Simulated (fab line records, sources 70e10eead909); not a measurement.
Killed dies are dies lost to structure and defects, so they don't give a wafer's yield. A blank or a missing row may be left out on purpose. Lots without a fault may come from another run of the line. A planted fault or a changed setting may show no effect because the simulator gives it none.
fab line records | flow nand_harc
record lots=5 wafers=15 last_day=34
route steps=1302 shown A_STAIRCASE@699 END@1302
lots that met no fault: from a run of the same line without faults
start_h: hours from the record's first day to the start of the lot's first wafer shown | wait_h: hours since the lot's step before | " the same as in the row above | L1.1+2: a row that stands for several wafers | - no value, or no start given | * or withheld: withheld | < > ~ a bound
route shown NAME@n: a module of which the file shows steps, and the number in the route of the first | usual: mean/standard deviation of fault-free wafers | same: alike in all rows | chamber/n: place in a boat | sites: the reading at each site | _std_site: their standard deviation | _edge_site: outer sites' mean less inner sites' | radius_mm: how far each site lies from the wafer's centre | mask NAME#n: copy n | behind: the tool/chamber that last shaped the wafer | hold: why the lot was held/for how many hours/how that ended | device: the transistor (n, p or np) that didn't switch | end of line: the same wafers' tests at the end of the route | a step without rows: its recipe alone | killed: dies lost to structure and defects at the first sort, not the wafer's yield | map: a wafer's dies, x killed, . not, _ none there
set.NAME: the setting as run; set.NAME@STEP: as run at that earlier step | model.NAME: the simulator's own value behind a step, which no gauge read
lots at some steps of the route; a table a step, a row a wafer
services: from which hour (start_h, from the record's first day; less than 0 if before it) a tool's chamber was out of use, for how many hours, and why
## steps
# step NHARC_A_STAIRCASE_HARDBAKE_185
# recipe temp_c=120 time_s=140
# step NHARC_A_STAIRCASE_DESCUM_186
# recipe time_s=3 o2_flow_sccm=200 ar_flow_sccm=0 bias_power_w=0 chemistry=O2
# usual drypump_motor_current_A=5.8/0.52 oes_product_au=1.000/0.0095 rf_vpp_V=57.7/0.85 showerhead_plenum_p_Torr=1.93/0.073 throttle_valve_pct=11.312/0.0086
# same time_s=3
# columns lot.wafer tool chamber start_h wait_h drypump_motor_current_A oes_product_au rf_hours_counter_h rf_vpp_V showerhead_plenum_p_Torr throttle_valve_pct
L415.4 rie_diel-09 0 413.45 - 6.2 0.987 25 56.7 1.80 11.305
L415.6 " 3 " " 5.7 1.004 - 58.5 2.00 11.306
L415.5 " 0 " " 6.2 0.996 - 57.3 1.80 11.303
L414.3 rie_diel-09 1 419.42 - 6.6 1.000 30 57.6 1.95 11.308
L414.6 " 1 " " 6.6 0.996 - 57.6 1.95 11.321
L414.5 " 2 " " 5.8 1.021 - 56.6 1.92 11.319
L416.2 rie_diel-01 2 428.66 - 6.6 1.002 12 57.2 1.97 11.318
L416.1 " 0 " " 5.3 1.013 15 59.4 2.05 11.295
L416.6 " 2 " " 6.5 1.000 - 57.5 1.96 11.313
L426.3 rie_diel-04 3 519.15 - 6.5 0.993 45 57.8 1.85 11.317
L426.1 " 0 " " 5.2 1.005 55 56.8 1.93 11.313
L426.6 " 3 " " 6.5 0.989 - 57.5 1.86 11.311
L432.1 rie_diel-01 1 609.28 - 5.2 0.990 14 57.5 1.94 11.314
L432.4 " 2 " " 6.6 0.990 17 58.1 1.95 11.318
L432.2 " 3 " " 5.9 1.006 15 56.5 1.79 11.312
# step NHARC_A_STAIRCASE_TRIM_187
# recipe time_s=211.2 o2_flow_sccm=500 ar_flow_sccm=0 bias_w=0 chemistry=O2
# step NHARC_A_STAIRCASE_ETCH_188
# recipe target_depth_a=1000 time_s=40.5 ion_energy_ev=400 c4f8_flow_sccm=20 o2_flow_sccm=10 ar_flow_sccm=withheld rf_w=600 bias_w=1000 chemistry=C4F8/O2
# step NHARC_A_STAIRCASE_TRIM_189
# recipe time_s=211.2 o2_flow_sccm=500 ar_flow_sccm=0 bias_w=0 chemistry=O2
# usual drypump_motor_current_A=5.9/0.51 oes_product_au=1.003/0.0094 rf_vpp_V=57.9/0.93 showerhead_plenum_p_Torr=3.55/0.13 throttle_valve_pct=17.036/0.0093
# same time_s=211.2
# columns lot.wafer tool chamber start_h wait_h drypump_motor_current_A oes_product_au rf_hours_counter_h rf_vpp_V showerhead_plenum_p_Torr throttle_valve_pct
L415.4 rie_diel-09 2 - - 5.9 1.015 30 58.5 3.54 17.049
L415.6 " 3 " " 5.7 1.005 - 57.5 3.67 17.033
L415.5 " 0 " " 6.2 0.991 - 56.9 3.33 17.022
L414.3 rie_diel-09 1 - - 6.6 1.004 30 57.1 3.59 17.030
L414.6 " 3 " " 5.7 1.002 - 57.9 3.67 17.034
L414.5 " 0 " " 6.2 0.994 - 55.8 3.33 17.046
L416.2 rie_diel-01 3 - - 5.9 1.013 6 55.4 3.35 17.028
L416.1 " 0 " " 5.3 1.014 15 59.7 3.77 17.034
L416.6 " 2 " " 6.6 1.003 - 58.2 3.62 17.021
L426.3 rie_diel-04 0 - - 5.2 1.012 55 56.6 3.56 17.028
L426.1 " 1 " " 5.2 1.010 52 58.2 3.71 17.042
L426.6 " 3 " " 6.5 0.989 - 59.3 3.43 17.042
L432.4 rie_diel-01 2 - - 6.5 0.997 17 57.0 3.58 17.037
L432.1 " 3 " " 6.0 1.010 15 58.7 3.32 17.021
L432.2 " 0 " " 5.3 1.004 12 58.0 3.74 17.048
# step NHARC_A_STAIRCASE_ETCH_190
# recipe target_depth_a=1000 time_s=40.5 ion_energy_ev=400 c4f8_flow_sccm=20 o2_flow_sccm=10 ar_flow_sccm=withheld rf_w=600 bias_w=1000 chemistry=C4F8/O2
# step NHARC_A_STAIRCASE_TRIM_191
# recipe time_s=211.2 o2_flow_sccm=500 ar_flow_sccm=0 bias_w=0 chemistry=O2
# usual drypump_motor_current_A=5.8/0.49 oes_product_au=1.003/0.0099 rf_vpp_V=57.8/0.92 showerhead_plenum_p_Torr=3.56/0.13 throttle_valve_pct=17.036/0.0098
# same time_s=211.2
# columns lot.wafer tool chamber start_h wait_h drypump_motor_current_A oes_product_au rf_hours_counter_h rf_vpp_V showerhead_plenum_p_Torr throttle_valve_pct
L415.4 rie_diel-09 2 - - 5.8 1.024 30 58.0 3.54 17.026
L415.6 " 3 " " 5.7 0.992 - 57.7 3.67 17.019
L415.5 " 0 " " 6.2 0.992 - 58.4 3.33 17.044
L414.3 rie_diel-09 0 - - 6.2 0.989 28 56.5 3.33 17.026
L414.5 " 2 " " 5.8 1.016 - 56.9 3.54 17.038
L414.6 " 3 " " 5.7 1.015 - 57.6 3.67 17.041
L416.1 rie_diel-01 2 - - 6.6 1.000 12 57.3 3.62 17.052
L416.2 " 1 " " 5.2 0.994 16 57.7 3.60 17.040
L416.6 " 3 " " 6.0 1.000 - 58.6 3.35 17.033
L426.3 rie_diel-04 2 - - 5.7 1.005 53 59.7 3.57 17.041
L426.1 " 3 " " 6.5 0.982 45 58.5 3.43 17.034
L426.6 " 3 " " 6.4 0.986 - 57.4 3.43 17.035
L432.1 rie_diel-01 3 - - 5.9 1.015 15 57.9 3.32 17.037
L432.2 " 0 " " 5.3 1.002 12 59.7 3.74 17.050
L432.4 " 1 " " 5.2 0.987 14 59.9 3.57 17.022
# step NHARC_A_STAIRCASE_ETCH_192
# recipe target_depth_a=1000 time_s=40.5 ion_energy_ev=400 c4f8_flow_sccm=20 o2_flow_sccm=10 ar_flow_sccm=withheld rf_w=600 bias_w=1000 chemistry=C4F8/O2
# step NHARC_A_STAIRCASE_TRIM_193
# recipe time_s=211.2 o2_flow_sccm=500 ar_flow_sccm=0 bias_w=0 chemistry=O2
# usual drypump_motor_current_A=5.8/0.5 oes_product_au=1.002/0.0099 rf_vpp_V=57.9/0.81 showerhead_plenum_p_Torr=3.56/0.13 throttle_valve_pct=17.036/0.0085
# same time_s=211.2
# columns lot.wafer tool chamber start_h wait_h drypump_motor_current_A oes_product_au rf_hours_counter_h rf_vpp_V showerhead_plenum_p_Torr throttle_valve_pct
L415.4 rie_diel-09 3 - - 5.7 1.016 28 59.0 3.67 17.034
L415.5 " 3 " " 5.7 1.006 - 58.2 3.67 17.045
L415.6 " 0 " " 6.2 0.996 - 57.7 3.33 17.049
L414.3 rie_diel-09 3 - - 5.7 1.010 30 58.4 3.67 17.035
L414.6 " 0 " " 6.2 0.991 - 57.4 3.33 17.038
L414.5 " 1 " " 6.6 0.988 - 58.9 3.59 17.036
L416.1 rie_diel-01 0 - - 5.3 1.020 15 58.8 3.77 17.044
L416.2 " 1 " " 5.2 0.991 16 59.5 3.60 17.036
L416.6 " 1 " " 5.2 0.997 - 57.4 3.60 17.015
L426.3 rie_diel-04 1 - - 5.3 0.997 53 58.3 3.71 17.033
L426.1 " 3 " " 6.5 0.991 45 57.2 3.43 17.038
L426.6 " 1 " " 5.3 0.997 - 57.5 3.71 17.024
L432.4 rie_diel-01 3 - - 5.9 0.999 16 59.3 3.32 17.025
L432.2 " 0 " " 5.3 0.995 12 57.4 3.74 17.014
L432.1 " 1 " " 5.1 0.999 14 58.5 3.57 17.041
# step NHARC_A_STAIRCASE_ETCH_194
# recipe target_depth_a=1000 time_s=40.5 ion_energy_ev=400 c4f8_flow_sccm=20 o2_flow_sccm=10 ar_flow_sccm=withheld rf_w=600 bias_w=1000 chemistry=C4F8/O2
# step NHARC_A_STAIRCASE_TRIM_196
# recipe time_s=211.2 o2_flow_sccm=500 ar_flow_sccm=0 bias_w=0 chemistry=O2
# usual drypump_motor_current_A=5.9/0.51 oes_product_au=1.003/0.011 rf_vpp_V=57.8/0.92 showerhead_plenum_p_Torr=3.55/0.14 throttle_valve_pct=17.035/0.01
# same time_s=211.2
# columns lot.wafer tool chamber start_h wait_h drypump_motor_current_A oes_product_au rf_hours_counter_h rf_vpp_V showerhead_plenum_p_Torr throttle_valve_pct
L415.4 rie_diel-09 2 414.73 0.1 5.8 1.015 31 58.3 3.54 17.045
L415.5 " 3 " " 5.7 1.007 - 58.9 3.67 17.039
L415.6 " 0 " " 6.2 0.995 - 55.5 3.33 17.024
L414.3 rie_diel-01 1 420.59 0.1 5.2 0.999 13 56.9 3.61 17.035
L414.5 " 2 " " 6.6 0.991 - 57.9 3.62 17.052
L414.6 " 0 " " 5.3 1.013 - 57.4 3.77 17.020
L416.2 rie_diel-01 3 429.83 0.1 5.9 1.011 7 58.6 3.35 17.026
L416.1 " 0 " " 5.2 1.021 16 57.7 3.77 17.048
L416.6 " 0 " " 5.3 1.006 - 57.8 3.77 17.043
L426.3 rie_diel-09 1 520.28 0.1 6.6 1.004 2 58.5 3.58 17.050
L426.1 " 3 " " 5.7 1.006 3 58.9 3.65 17.045
L426.6 " 0 " " 6.2 1.004 - 56.9 3.31 17.042
L432.4 rie_diel-09 0 610.40 0.1 6.2 1.005 31 55.5 3.29 17.056
L432.2 " 1 " " 6.6 1.004 31 58.3 3.56 17.040
L432.1 " 2 " " 5.8 1.024 34 58.3 3.50 17.028
# step NHARC_A_STAIRCASE_ETCH_197
# recipe target_depth_a=1000 time_s=40.5 ion_energy_ev=400 c4f8_flow_sccm=20 o2_flow_sccm=10 ar_flow_sccm=withheld rf_w=600 bias_w=1000 chemistry=C4F8/O2
# usual oes_product_au=0.958/0.018 rf_vpp_V=897/5.2
# same time_s=40.5
# columns lot.wafer tool chamber start_h wait_h oes_product_au rf_hours_counter_h rf_vpp_V
L415.4 rie_diel-09 0 - - 0.933 26 889
L415.5 " 3 " " 0.940 - 902
L415.6 " 0 " " 0.939 - 889
L414.3 rie_diel-01 2 - - 0.959 9 899
L414.6 " 2 " " 0.961 - 898
L414.5 " 1 " " 0.956 - 898
L416.2 rie_diel-01 1 - - 0.933 16 898
L416.1 " 2 " " 0.940 13 900
L416.6 " 1 " " 0.944 - 900
L426.1 rie_diel-09 1 - - 0.959 2 898
L426.3 " 2 " " 0.982 3 895
L426.6 " 1 " " 0.958 - 897
L432.4 rie_diel-09 0 - - 0.931 31 888
L432.2 " 1 " " 0.935 31 898
L432.1 " 2 " " 0.939 34 896
# step NHARC_A_STAIRCASE_TRIM_198
# recipe time_s=211.2 o2_flow_sccm=500 ar_flow_sccm=0 bias_w=0 chemistry=O2
# step NHARC_A_STAIRCASE_ETCH_199
# recipe target_depth_a=1000 time_s=40.5 ion_energy_ev=400 c4f8_flow_sccm=20 o2_flow_sccm=10 ar_flow_sccm=withheld rf_w=600 bias_w=1000 chemistry=C4F8/O2
# step NHARC_A_STAIRCASE_TRIM_200
# recipe time_s=211.2 o2_flow_sccm=500 ar_flow_sccm=0 bias_w=0 chemistry=O2
# step NHARC_A_STAIRCASE_ETCH_201
# recipe target_depth_a=1000 time_s=40.5 ion_energy_ev=400 c4f8_flow_sccm=20 o2_flow_sccm=10 ar_flow_sccm=withheld rf_w=600 bias_w=1000 chemistry=C4F8/O2
# step NHARC_A_STAIRCASE_TRIM_202
# recipe time_s=211.2 o2_flow_sccm=500 ar_flow_sccm=0 bias_w=0 chemistry=O2
# step NHARC_A_STAIRCASE_ETCH_203
# recipe target_depth_a=1000 time_s=40.5 ion_energy_ev=400 c4f8_flow_sccm=20 o2_flow_sccm=10 ar_flow_sccm=withheld rf_w=600 bias_w=1000 chemistry=C4F8/O2
# step NHARC_A_STAIRCASE_STRIP_205
# recipe power_w=1500 temp_c=250 chemistry=O2
# step NHARC_A_STAIRCASE_STRIP_206
# recipe time_s=900 temp_c=130 chemistry=SPM
# step NHARC_A_STAIRCASE_PRECLEAN_207
# recipe time_s=* temp_c=50 bath_age_min=0 chemistry=SC1
# step NHARC_A_STAIRCASE_SRD_208
# step NHARC_A_STAIRCASE_DEHYDRATE_209
# recipe temp_c=150 time_s=120
# step NHARC_A_STAIRCASE_HMDS_210
# recipe time_s=30
# step NHARC_A_STAIRCASE_COAT_211
# recipe spin_rpm=1200
# step NHARC_A_STAIRCASE_SOFTBAKE_212
# recipe temp_c=135 time_s=170
# step NHARC_A_STAIRCASE_EBR_213
# step NHARC_A_STAIRCASE_EXPOSE_214
# recipe na=0.5 dose_mj=31.26 mask_id=STAIR_3
# step NHARC_A_STAIRCASE_PEB_215
# recipe peb_temp_c=115 peb_time_s=130
# step NHARC_A_STAIRCASE_DEVELOP_216
# recipe time_s=140
# step NHARC_A_STAIRCASE_HARDBAKE_218
# recipe temp_c=120 time_s=140
# step NHARC_A_STAIRCASE_DESCUM_219
# recipe time_s=3 o2_flow_sccm=200 ar_flow_sccm=0 bias_power_w=0 chemistry=O2
# step NHARC_A_STAIRCASE_TRIM_220
# recipe time_s=211.2 o2_flow_sccm=500 ar_flow_sccm=0 bias_w=0 chemistry=O2
# step NHARC_A_STAIRCASE_ETCH_221
# recipe target_depth_a=1000 time_s=40.5 ion_energy_ev=400 c4f8_flow_sccm=20 o2_flow_sccm=10 ar_flow_sccm=withheld rf_w=600 bias_w=1000 chemistry=C4F8/O2
# step NHARC_A_STAIRCASE_TRIM_222
# recipe time_s=211.2 o2_flow_sccm=500 ar_flow_sccm=0 bias_w=0 chemistry=O2
# step NHARC_A_STAIRCASE_ETCH_223
# recipe target_depth_a=1000 time_s=40.5 ion_energy_ev=400 c4f8_flow_sccm=20 o2_flow_sccm=10 ar_flow_sccm=withheld rf_w=600 bias_w=1000 chemistry=C4F8/O2
# step NHARC_A_STAIRCASE_TRIM_224
# recipe time_s=211.2 o2_flow_sccm=500 ar_flow_sccm=0 bias_w=0 chemistry=O2
# step NHARC_A_STAIRCASE_ETCH_225
# recipe target_depth_a=1000 time_s=40.5 ion_energy_ev=400 c4f8_flow_sccm=20 o2_flow_sccm=10 ar_flow_sccm=withheld rf_w=600 bias_w=1000 chemistry=C4F8/O2
# step NHARC_END_SORT_01
# recipe temp_c=25
# usual killed_at_array=56/21 killed_at_other=0.8/1 killed_at_periphery=3.6/2.8 killed_dies=60/20 killed_open=3.2/1.9 killed_short=2.4/1.6
# same gross_dies=677
# columns lot.wafer tool chamber start_h wait_h killed_at_array killed_at_other killed_at_periphery killed_dies killed_open killed_short
L414.3 prober-02 0 633.20 3.1 56 0 5 61 3 1
L414.5 prober-02 0 634.80 3.7 60 1 2 63 6 4
L414.6 prober-02 0 635.60 4.0 57 0 6 63 5 5
L415.4 prober-01 0 633.94 3.4 54 2 3 59 2 3
L415.5 prober-01 0 634.73 3.7 58 1 0 59 2 0
L415.6 prober-01 0 635.53 4.0 67 2 2 71 1 0
L416.1 prober-01 0 639.33 2.5 52 0 1 53 2 1
L416.2 prober-01 0 640.12 2.8 58 0 2 60 5 1
L416.6 prober-01 0 643.25 3.9 45 1 1 47 3 3
L426.6 prober-01 0 729.02 4.0 126 0 2 128 3 4
# killed by level:class
L414.3 A_CHANNEL_HOLE_D2:chamber_film_flake=36 A_CHANNEL_FILL_D2:chamber_film_flake=4 P_STI:chamber_film_flake=3 A_CHANNEL_HOLE_D1:chamber_film_flake=3 A_STAIRCASE:chamber_film_flake=3 A_CONTACT:chamber_film_flake=3 A_WL_FILL:chamber_film_flake=2 A_M1:chamber_film_flake=2
L415.4 A_CHANNEL_HOLE_D1:chamber_film_flake=30 A_SLIT:chamber_film_flake=13 A_CHANNEL_HOLE_D2:chamber_film_flake=2 A_CONTACT:chamber_film_flake=2 THIN_TSV:chamber_film_flake=2 P_GATE:geometric_particle:open=1 P_M0:geometric_particle:open=1 A_SOURCE_PLATE:geometric_particle:short=1
L415.5 A_CHANNEL_HOLE_D1:chamber_film_flake=25 A_SLIT:chamber_film_flake=15 A_CHANNEL_HOLE_D2:chamber_film_flake=10 A_STAIRCASE:chamber_film_flake=3 A_ZERO_WELL:chamber_film_flake=2 A_ONON_D1:geometric_particle:open=1 A_SGD_CUT:geometric_particle:open=1 A_WL_FILL:chamber_film_flake=1
L414.5 A_CHANNEL_HOLE_D2:chamber_film_flake=40 A_CHANNEL_HOLE_D1:chamber_film_flake=3 A_DECK1_JOINT:geometric_particle:open=2 A_DECK1_JOINT:geometric_particle:short=2 A_CHANNEL_FILL_D2:chamber_film_flake=2 A_WL_FILL:chamber_film_flake=2 P_GATE:geometric_particle:open=1 A_ONON_D1:geometric_particle:short=1
L415.6 A_CHANNEL_HOLE_D1:chamber_film_flake=35 A_SLIT:chamber_film_flake=20 A_CHANNEL_HOLE_D2:chamber_film_flake=5 A_M1:chamber_film_flake=3 P_ZERO_WELL:chamber_film_flake=2 THIN_TSV:chamber_film_flake=2 A_ONON_D1:geometric_particle:open=1 A_ZERO_WELL:chamber_film_flake=1
L414.6 A_CHANNEL_HOLE_D2:chamber_film_flake=35 A_CHANNEL_FILL_D2:chamber_film_flake=3 A_ONON_D2:geometric_particle:short=2 A_WL_FILL:geometric_particle:short=2 A_CONTACT:geometric_particle:open=2 P_STI:chamber_film_flake=2 P_GATE:chamber_film_flake=2 A_CHANNEL_HOLE_D1:chamber_film_flake=2
L416.1 A_SLIT:chamber_film_flake=30 A_CHANNEL_HOLE_D2:chamber_film_flake=9 A_STAIRCASE:chamber_film_flake=5 A_CHANNEL_HOLE_D1:chamber_film_flake=2 A_DECK1_JOINT:chamber_film_flake=2 A_CONTACT:chamber_film_flake=2 P_M1:geometric_particle:short=1 A_DECK1_JOINT:geometric_particle:open=1
L416.2 A_CHANNEL_HOLE_D2:chamber_film_flake=18 A_SLIT:chamber_film_flake=18 A_CHANNEL_HOLE_D1:chamber_film_flake=5 A_CONTACT:chamber_film_flake=5 A_STAIRCASE:chamber_film_flake=4 P_M0:geometric_particle:open=1 A_ONON_D1:geometric_particle:open=1 A_CHANNEL_HOLE_D1:geometric_particle:open=1
L416.6 A_SLIT:chamber_film_flake=21 A_CHANNEL_HOLE_D2:chamber_film_flake=7 A_DECK1_JOINT:chamber_film_flake=4 A_CHANNEL_HOLE_D1:chamber_film_flake=3 A_STAIRCASE:chamber_film_flake=3 P_M0:geometric_particle:open=1 A_ONON_D2:geometric_particle:short=1 A_CHANNEL_FILL_D2:geometric_particle:short=1
L426.6 A_STAIRCASE:unspecified=83 A_SLIT:chamber_film_flake=25 A_CONTACT:chamber_film_flake=9 A_CHANNEL_HOLE_D1:chamber_film_flake=3 P_M1:geometric_particle:short=1 P_M1:geometric_particle:open=1 A_ONON_D1:geometric_particle:short=1 A_DECK1_JOINT:geometric_particle:short=1
# map L426.6 (x killed, . not)
____________.____________
_________......._________
_______..........._______
______.............______
_____x.x.x......x..._____
____.................____
____.................____
___.xx................___
___x..xxx...........x.___
__.xxxxxx...........xx.__
__.xxxxxxxx.........xx.__
_xxxxxxxxx........x.xxxx_
_.xxxxxxxx...x.....xxxxx_
_.xxxxxxxxx........xxxx._
_..xxxxxxxx.........xxxx_
_...xxxxxx............x._
...xxxxxxx............x..
....xxxxxx..........x.xx.
....x.xxxx.........x..x..
......x.............x.x..
.....xx..x..........xxx..
_...........x.........x._
_......................._
_......................._
_......................._
_......................._
__.....................__
__.....................__
___..........x........___
___........x..........___
____.................____
____..........x......____
_____..............._____
______.............______
_______..x........_______
_________......._________
____________.____________
# map L415.6 (x killed, . not)
____________.____________
_________......._________
_______..........._______
______.............______
_____..............._____
____.......x.........____
____..x..............____
___...................___
___........x..........___
__...................x.__
__...............x...xx__
_...x..x.x.........x.xxx_
_.....xx..........x..xx._
_...xxx..x...........xx._
_...x.xxx............x.x_
_..x.xx.x.x........x..x._
......x.xxxx.......x..x..
.....xx.x..x.x...x..x..xx
.....xxxxx...............
.....x..xx...............
......xx.................
_......................._
_......................._
_..............x........_
_......................._
_......................._
__x....................__
__.....................__
___...................___
___...............x...___
____..............x..____
____.............x...____
_____..............._____
______............x______
_______..........x_______
_________......._________
____________.____________
## services
# columns tool chamber start_h hours kind
rie_diel-09 0 404.43 - clean
rie_diel-09 1 404.43 - clean
rie_diel-09 2 404.43 - clean
rie_diel-09 3 404.43 - clean
rie_diel-01 3 409.01 15.4 repair
rie_diel-01 2 411.48 2.7 repair
rie_diel-09 0 428.94 - clean
rie_diel-09 1 428.94 - clean
rie_diel-09 2 428.94 - clean
rie_diel-09 3 428.94 - clean
rie_diel-09 0 453.44 - clean
rie_diel-09 1 453.44 - clean
rie_diel-09 2 453.44 - clean
rie_diel-09 3 453.44 - clean
rie_diel-04 - 457.47 0.5 repair
rie_diel-09 0 477.96 - clean
rie_diel-09 1 477.96 - clean
rie_diel-09 2 477.96 - clean
rie_diel-09 - 498.49 9.0 pm
rie_diel-04 - 533.12 9.0 pm
rie_diel-01 3 541.46 4.9 repair
rie_diel-01 - 557.98 9.0 pm
rie_diel-04 1 560.84 20.0 repair
rie_diel-04 2 587.25 2.7 repair
## key
first_sign step=NHARC_END_SORT_01 reading=killed_at_array direction=up sigmas=3.4 usual=56 struck=126
effect step=NHARC_END_SORT_01 reading=killed_dies direction=up sigmas=3.3 usual=60 struck=128
more_kills_born_at NHARC_A_STAIRCASE_TRIM_196@rie_diel-09=83
met_at NHARC_A_STAIRCASE_TRIM_196
struck_wafers L426.6
tester_left_out L426
onset_between 414.73 520.28
fault kind=chamber_particle_source tool=rie_diel-09 chamber=0 onset_h=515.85 steps=NHARC_A_STAIRCASE_TRIM_196 rate_per_visit_cm2=0.69034 end_h=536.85
# tester_left_out: of these lots the tester's yield and bins aren't shown, on N5 and GAA mostly nor the transistor test; their killed dies are dies lost to structure and defects alone, not to doping, threshold or leakage, so they don't give the yield
